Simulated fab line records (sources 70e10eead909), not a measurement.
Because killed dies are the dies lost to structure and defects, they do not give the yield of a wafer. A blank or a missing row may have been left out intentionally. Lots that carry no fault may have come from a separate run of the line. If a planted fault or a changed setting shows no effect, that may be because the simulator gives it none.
Matching of chambers :: flow nandHarc :: rieDiel-05 running NHARC_A_CONTACT_DESCUM_13: 4 sister chambers
The step chemistry O2, time 3 s. 16 wafers are shown with their chamber, then 7 later ones without.

== WAFERS, EACH WITH ITS CHAMBER ==
wafer: L460.1
chamber: 0
showerheadPlenumPTorr (Torr): 1.95
drypumpMotorCurrentA (A): 5.4
oesProductAu (a.u.): 1.007

wafer: L460.4
chamber: 3
showerheadPlenumPTorr (Torr): 1.89
drypumpMotorCurrentA (A): 5.4
oesProductAu (a.u.): 1.010

wafer: L460.6
chamber: 2
showerheadPlenumPTorr (Torr): 1.81
drypumpMotorCurrentA (A): 6.4
oesProductAu (a.u.): 1.003

wafer: L463.2
chamber: 0
showerheadPlenumPTorr (Torr): 1.95
drypumpMotorCurrentA (A): 5.4
oesProductAu (a.u.): 1.000

wafer: L463.3
chamber: 1
showerheadPlenumPTorr (Torr): 1.95
drypumpMotorCurrentA (A): 5.2
oesProductAu (a.u.): 0.991

wafer: L463.6
chamber: 3
showerheadPlenumPTorr (Torr): 1.89
drypumpMotorCurrentA (A): 5.4
oesProductAu (a.u.): 0.990

wafer: L466.1
chamber: 1
showerheadPlenumPTorr (Torr): 1.95
drypumpMotorCurrentA (A): 5.2
oesProductAu (a.u.): 0.989

wafer: L466.4
chamber: 3
showerheadPlenumPTorr (Torr): 1.89
drypumpMotorCurrentA (A): 5.4
oesProductAu (a.u.): 0.981

wafer: L474.2
chamber: 0
showerheadPlenumPTorr (Torr): 1.94
drypumpMotorCurrentA (A): 5.4
oesProductAu (a.u.): 1.014

wafer: L474.5
chamber: 2
showerheadPlenumPTorr (Torr): 1.81
drypumpMotorCurrentA (A): 6.4
oesProductAu (a.u.): 1.020

wafer: L474.6
chamber: 1
showerheadPlenumPTorr (Torr): 1.95
drypumpMotorCurrentA (A): 5.1
oesProductAu (a.u.): 0.994

wafer: L475.1
chamber: 2
showerheadPlenumPTorr (Torr): 1.81
drypumpMotorCurrentA (A): 6.4
oesProductAu (a.u.): 1.025

wafer: L475.2
chamber: 3
showerheadPlenumPTorr (Torr): 1.89
drypumpMotorCurrentA (A): 5.4
oesProductAu (a.u.): 0.984

wafer: L475.6
chamber: 0
showerheadPlenumPTorr (Torr): 1.94
drypumpMotorCurrentA (A): 5.4
oesProductAu (a.u.): 1.010

wafer: L481.1
chamber: 3
showerheadPlenumPTorr (Torr): 1.89
drypumpMotorCurrentA (A): 5.4
oesProductAu (a.u.): 0.985

wafer: L481.3
chamber: 2
showerheadPlenumPTorr (Torr): 1.81
drypumpMotorCurrentA (A): 6.4
oesProductAu (a.u.): 1.016

SIGNATURES (means of the wafers above)
reading: showerheadPlenumPTorr
chamber 0: 1.9450
chamber 1: 1.9500
chamber 2: 1.8100
chamber 3: 1.8900
scatter within a chamber: 0.00289

reading: drypumpMotorCurrentA
chamber 0: 5.400
chamber 1: 5.167
chamber 2: 6.400
chamber 3: 5.400
scatter within a chamber: 0.0236

reading: oesProductAu
chamber 0: 1.00775
chamber 1: 0.99133
chamber 2: 1.01600
chamber 3: 0.99000
scatter within a chamber: 0.00878
Rule: for each reading, subtract the chamber's mean from the wafer's reading, divide by that reading's scatter and square the result; add these up over the readings and take the root, which gives the wafer's distance from the chamber. The wafer belongs to the nearest chamber; if the next one is less than 2 further off, it can't be placed. The scatter is the square root of a quotient: the sum, over the shown wafers, of each reading's squared deviation from its chamber's mean, divided by wafers minus chambers.

== WAFERS WITHOUT THEIR CHAMBER ==
wafer: L481.4
showerheadPlenumPTorr (Torr): 1.94
drypumpMotorCurrentA (A): 5.4
oesProductAu (a.u.): 1.008

wafer: L479.1
showerheadPlenumPTorr (Torr): 1.94
drypumpMotorCurrentA (A): 5.4
oesProductAu (a.u.): 1.021

wafer: L479.4
showerheadPlenumPTorr (Torr): 1.89
drypumpMotorCurrentA (A): 5.4
oesProductAu (a.u.): 0.998

wafer: L479.5
showerheadPlenumPTorr (Torr): 1.94
drypumpMotorCurrentA (A): 5.4
oesProductAu (a.u.): 1.011

wafer: L482.2
showerheadPlenumPTorr (Torr): 1.81
drypumpMotorCurrentA (A): 6.4
oesProductAu (a.u.): 1.019

wafer: L482.3
showerheadPlenumPTorr (Torr): 1.94
drypumpMotorCurrentA (A): 5.4
oesProductAu (a.u.): 1.001

wafer: L482.6
showerheadPlenumPTorr (Torr): 1.81
drypumpMotorCurrentA (A): 6.4
oesProductAu (a.u.): 1.009

== EACH ONE'S CHAMBER ==
wafer: L481.4
from the rows above: 0
in truth: 0

wafer: L479.1
from the rows above: 0
in truth: 0

wafer: L479.4
from the rows above: 3
in truth: 3

wafer: L479.5
from the rows above: 0
in truth: 0

wafer: L482.2
from the rows above: 2
in truth: 2

wafer: L482.3
from the rows above: 0
in truth: 0

wafer: L482.6
from the rows above: 2
in truth: 2
Correctly placed: 7 of 7. From these rows, 0 cannot be placed. 0 placed wrongly.
